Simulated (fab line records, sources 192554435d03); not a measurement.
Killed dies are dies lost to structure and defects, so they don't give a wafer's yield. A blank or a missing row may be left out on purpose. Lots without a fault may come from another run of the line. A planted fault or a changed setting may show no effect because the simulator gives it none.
fab line records | flow n5_finfet
record lots=11 wafers=32 last_day=17
route steps=1938 shown BEOL_M13@1699 BEOL_M14@1723
lots that met no fault: from a run of the same line without faults
start_h: hours from the record's first day to the start of the lot's first wafer shown | wait_h: hours since the lot's step before | " the same as in the row above | L1.1+2: a row that stands for several wafers | - no value, or no start given | * or withheld: withheld | < > ~ a bound
route shown NAME@n: a module of which the file shows steps, and the number in the route of the first | usual: mean/standard deviation of fault-free wafers | same: alike in all rows | chamber/n: place in a boat | sites: the reading at each site | _std_site: their standard deviation | _edge_site: outer sites' mean less inner sites' | radius_mm: how far each site lies from the wafer's centre | mask NAME#n: copy n | behind: the tool/chamber that last shaped the wafer | hold: why the lot was held/for how many hours/how that ended | device: the transistor (n, p or np) that didn't switch | end of line: the same wafers' tests at the end of the route | a step without rows: its recipe alone | killed: dies lost to structure and defects at the first sort, not the wafer's yield | map: a wafer's dies, x killed, . not, _ none there
set.NAME: the setting as run; set.NAME@STEP: as run at that earlier step | model.NAME: the simulator's own value behind a step, which no gauge read
steps of the route over a sample of lots; a table a step, a row a wafer
services: from which hour (start_h, from the record's first day; less than 0 if before it) a tool's chamber was out of use, for how many hours, and why
## steps
# step N5_BEOL_M13_STRIP_37
# recipe chemistry=N2/H2 power_w=1000 temp_c=250 h2_frac=0.65 overash_fraction=0.3 pressure_mtorr=withheld n2_flow_sccm=1750 h2_flow_sccm=3250
# usual drypump_motor_current_A=6.0/0.43 h2_flow_sccm=3250/10 heater_power_w=368/18 oes_product_au=0.785/0.011
# columns lot.wafer tool chamber start_h wait_h drypump_motor_current_A h2_flow_sccm heater_power_w oes_product_au rf_hours_counter_h
L509.1 plasma_asher-02 0 236.40 0.0 5.7 3239 353 0.778 52
L509.6 " 1 " " 6.7 3246 377 0.784 -
L511.2 plasma_asher-02 1 248.47 0.0 6.7 3261 374 0.801 55
L511.3 " 1 " " 6.7 3263 375 0.773 -
L511.4 " 0 " " 5.7 3221 354 0.764 -
L514.3 plasma_asher-01 1 265.24 0.1 5.8 3259 387 0.803 -
L514.4 " 0 " " 5.8 3251 363 0.780 -
L514.5 " 1 " " 5.8 3262 395 0.772 -
L516.2 plasma_asher-01 0 268.60 0.0 5.8 3250 348 0.795 145
L516.3 " 1 " " 5.8 3251 400 0.772 -
L516.4 " 0 " " 5.8 3248 352 0.793 -
L515.2 plasma_asher-01 0 270.94 0.0 5.8 3251 354 0.803 145
L515.3 " 0 " " 5.8 3258 349 0.781 -
L515.6 " 0 " " 5.8 3248 356 0.775 -
L518.1 plasma_asher-01 0 271.84 0.0 5.8 3254 354 0.778 145
L518.5 " 1 " " 5.9 3243 401 0.799 -
L518.6 " 0 " " 5.8 3258 358 0.783 -
L523.3 plasma_asher-01 1 313.76 0.1 5.8 3242 396 0.773 -
L523.4 " 0 " " 5.7 3236 353 0.797 -
L523.5 " 0 " " 5.8 3240 356 0.785 -
L527.1 plasma_asher-02 1 340.33 0.0 6.7 3246 376 0.774 78
L527.2 " 0 " " 5.7 3251 356 0.784 78
L527.5 " 0 " " 5.7 3239 347 0.784 -
L528.3 plasma_asher-01 0 356.16 0.1 5.8 3249 354 0.788 -
L528.4 " 1 " " 5.8 3254 383 0.773 -
L528.6 " 0 " " 5.8 3258 365 0.790 -
L531.3 plasma_asher-02 1 371.29 0.1 6.7 3258 381 0.801 -
L531.5 " 0 " " 5.7 3266 351 0.774 -
L531.6 " 1 " " 6.7 3249 372 0.784 -
L530.1 plasma_asher-01 0 374.73 0.0 5.8 3268 348 0.785 162
L530.4 " 0 " " 5.8 3258 359 0.799 -
L530.6 " 0 " " 5.8 3259 359 0.777 -
# step N5_BEOL_M13_ANNEAL_48
# recipe temp_c=225 time_s=90 ambient=N2
# usual anneal_temp_c=224.99/0.16 wafer_temp_C_max=226.18/0.28
# columns lot.wafer tool chamber start_h wait_h anneal_temp_c wafer_temp_C_max
L509.1 rtp_anneal-01 0 239.29 0.7 224.89 226.70
L509.6 " 0 " " 224.62 226.12
L511.2 rtp_anneal-02 0 249.81 0.2 224.93 226.87
L511.3 " 0 " " 225.13 226.80
L511.4 " 0 " " 224.83 226.23
L514.3 rtp_anneal-01 0 267.87 0.2 225.04 225.96
L514.4 " 0 " " 225.03 225.83
L514.5 " 0 " " 225.04 226.00
L516.2 rtp_anneal-02 0 269.73 0.2 224.90 226.50
L516.3 " 0 " " 224.94 226.36
L516.4 " 0 " " 225.06 226.77
L515.2 rtp_anneal-02 0 278.74 0.4 225.18 225.98
L515.3 " 0 " " 225.16 226.19
L515.6 " 0 " " 225.06 225.99
L518.1 rtp_anneal-01 0 279.50 0.8 225.06 226.18
L518.5 " 0 " " 225.30 226.49
L518.6 " 0 " " 225.03 225.83
L523.3 rtp_anneal-02 0 315.88 0.6 224.92 226.06
L523.4 " 0 " " 224.90 225.96
L523.5 " 0 " " 224.84 226.56
L527.1 rtp_anneal-01 0 347.59 3.0 225.06 225.76
L527.2 " 0 " " 225.12 225.99
L527.5 " 0 " " 225.08 226.05
L528.3 rtp_anneal-02 0 363.91 0.3 225.15 226.34
L528.4 " 0 " " 225.07 225.57
L528.6 " 0 " " 224.94 225.90
L531.3 rtp_anneal-01 0 374.64 0.3 224.96 225.58
L531.5 " 0 " " 224.88 226.13
L531.6 " 0 " " 225.09 226.01
L530.1 rtp_anneal-02 0 379.13 0.1 225.32 226.08
L530.4 " 0 " " 225.20 226.44
L530.6 " 0 " " 224.76 226.36
# step N5_BEOL_M13_INSPECT_55
# recipe inspect_instrument=darkfield mode=post_dep
# usual raw_defect_count=81/29
# columns lot.wafer tool chamber start_h wait_h raw_defect_count
L509.1 defect_inspect-01 - 240.04 0.0 62
L509.6 " - " " 42
L511.2 defect_inspect-01 - 250.51 0.0 99
L511.3 " - " " 125
L511.4 " - " " 134
L514.3 defect_inspect-02 - 268.53 0.0 80
L514.4 " - " " 78
L514.5 " - " " 93
L516.2 defect_inspect-01 - 270.43 0.0 46
L516.3 " - " " 58
L516.4 " - " " 79
L515.2 defect_inspect-02 - 279.67 0.0 103
L515.3 " - " " 102
L515.6 " - " " 147
L518.1 defect_inspect-01 - 280.24 0.0 46
L518.5 " - " " 38
L518.6 " - " " 84
L523.3 defect_inspect-02 - 316.58 0.0 42
L523.4 " - " " 61
L523.5 " - " " 59
L527.1 defect_inspect-01 - 348.62 0.0 64
L527.2 " - " " 80
L527.5 " - " " 47
L528.3 defect_inspect-02 - 364.75 0.0 117
L528.4 " - " " 62
L528.6 " - " " 166
L531.3 defect_inspect-02 - 375.56 0.0 76
L531.5 " - " " 72
L531.6 " - " " 78
L530.1 defect_inspect-02 - 379.92 0.0 30
L530.4 " - " " 90
L530.6 " - " " 56
# step N5_BEOL_M14_PEB_08
# recipe peb_temp_c=130 peb_time_s=90
# usual chill_plate_temp_C=22.99/0.1 heater_power_total_W=172.4/0.74 plate_temp_C=130.00/0.14
# columns lot.wafer tool chamber start_h wait_h chill_plate_temp_C heater_power_total_W plate_temp_C
L509.1 litho_track-01 0 240.58 0.1 23.14 172.5 130.16
L509.6 " 0 " " 23.26 171.1 130.29
L511.2 litho_track-03 0 250.93 0.0 22.94 172.1 129.94
L511.3 " 0 " " 23.06 173.0 129.91
L511.4 " 0 " " 23.03 172.0 129.97
L514.3 litho_track-02 0 269.07 0.0 22.95 171.8 130.11
L514.4 " 0 " " 23.01 172.7 130.12
L514.5 " 0 " " 22.85 172.4 130.06
L516.2 litho_track-01 0 270.97 0.0 23.06 171.0 129.92
L516.3 " 0 " " 22.96 173.1 129.71
L516.4 " 0 " " 22.99 172.2 129.83
L515.2 litho_track-02 0 280.09 0.0 22.84 171.5 130.00
L515.3 " 0 " " 23.02 170.8 130.00
L515.6 " 0 " " 22.89 172.2 130.13
L518.1 litho_track-02 0 280.87 0.1 22.96 171.3 129.99
L518.5 " 0 " " 22.95 172.9 130.25
L518.6 " 0 " " 23.02 170.7 129.94
L523.3 litho_track-01 0 317.12 0.0 23.02 175.7 131.88
L523.4 " 0 " " 23.08 175.7 131.77
L523.5 " 0 " " 22.92 175.2 131.74
L527.1 litho_track-01 0 349.04 0.1 23.07 173.8 131.72
L527.2 " 0 " " 22.96 175.6 131.93
L527.5 " 0 " " 22.97 175.3 131.94
L528.3 litho_track-03 0 365.17 0.0 22.86 172.5 130.08
L528.4 " 0 " " 22.88 173.2 129.86
L528.6 " 0 " " 23.09 172.5 129.90
L531.3 litho_track-02 0 376.05 0.0 23.03 171.0 129.84
L531.5 " 0 " " 22.93 172.1 130.07
L531.6 " 0 " " 23.06 171.9 129.74
L530.1 litho_track-03 0 380.54 0.1 22.99 172.5 130.14
L530.4 " 0 " " 22.95 172.0 130.14
L530.6 " 0 " " 22.93 172.9 130.12
# step N5_BEOL_M14_CD_MEAS_10
# recipe target_cd_nm=250 landing_energy_ev=500 detector=se_inlens polarity=opening
# usual cd_nm=249.6/1.7
# columns lot.wafer tool chamber start_h wait_h cd_nm
L509.1 cd_sem-02 0 240.70 - 250.8
L509.6 " 0 " " 251.4
L511.2 cd_sem-03 0 251.04 - 247.9
L511.3 " 0 " " 248.4
L511.4 " 0 " " 247.8
L514.3 cd_sem-01 0 269.19 - 247.9
L514.4 " 0 " " 251.6
L514.5 " 0 " " 248.8
L516.2 cd_sem-01 0 271.09 - 248.5
L516.3 " 0 " " 250.1
L516.4 " 0 " " 251.3
L515.2 cd_sem-03 0 280.21 - 251.0
L515.3 " 0 " " 248.6
L515.6 " 0 " " 246.6
L518.1 cd_sem-03 0 280.98 - 248.5
L518.5 " 0 " " 251.8
L518.6 " 0 " " 249.0
L523.3 cd_sem-01 0 317.24 - 259.3
L523.4 " 0 " " 258.8
L523.5 " 0 " " 257.6
L527.1 cd_sem-02 0 349.15 - 259.5
L527.2 " 0 " " 259.0
L527.5 " 0 " " 255.1
L528.3 cd_sem-02 0 365.28 - 249.4
L528.4 " 0 " " 250.2
L528.6 " 0 " " 247.3
L531.3 cd_sem-02 0 376.17 - 248.9
L531.5 " 0 " " 247.9
L531.6 " 0 " " 249.7
L530.1 cd_sem-02 0 380.65 - 247.7
L530.4 " 0 " " 248.1
L530.6 " 0 " " 247.1
## services
# columns tool chamber start_h hours kind
litho_track-02 - 217.19 - consumable_replace:filter
litho_track-02 - 250.54 - consumable_replace:filter
plasma_asher-01 - 286.05 23.2 repair
plasma_asher-02 - 297.72 1.6 repair
litho_track-02 - 374.22 - consumable_replace:filter
## key
first_sign step=N5_BEOL_M14_PEB_08 reading=plate_temp_C direction=up sigmas=13 usual=* struck=*
effect step=N5_BEOL_M14_PEB_08 reading=heater_power_total_W direction=up sigmas=3.8 usual=* struck=*
effect step=N5_BEOL_M14_CD_MEAS_10 reading=cd_nm direction=up sigmas=5.1 usual=249.6 struck=258.2
met_at N5_BEOL_M14_PEB_08
struck_lots L523,L527
not_acting_at N5_BEOL_M13_STRIP_37,N5_BEOL_M13_ANNEAL_48,N5_BEOL_M13_INSPECT_55
onset_between 270.97 317.12
fault kind=process_parameter_drift tool=litho_track-01 chamber=- onset_h=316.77 steps=N5_BEOL_M14_PEB_08 channel=peb_temp_c offset=* shape=step end_h=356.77 acts_in=* stated=*
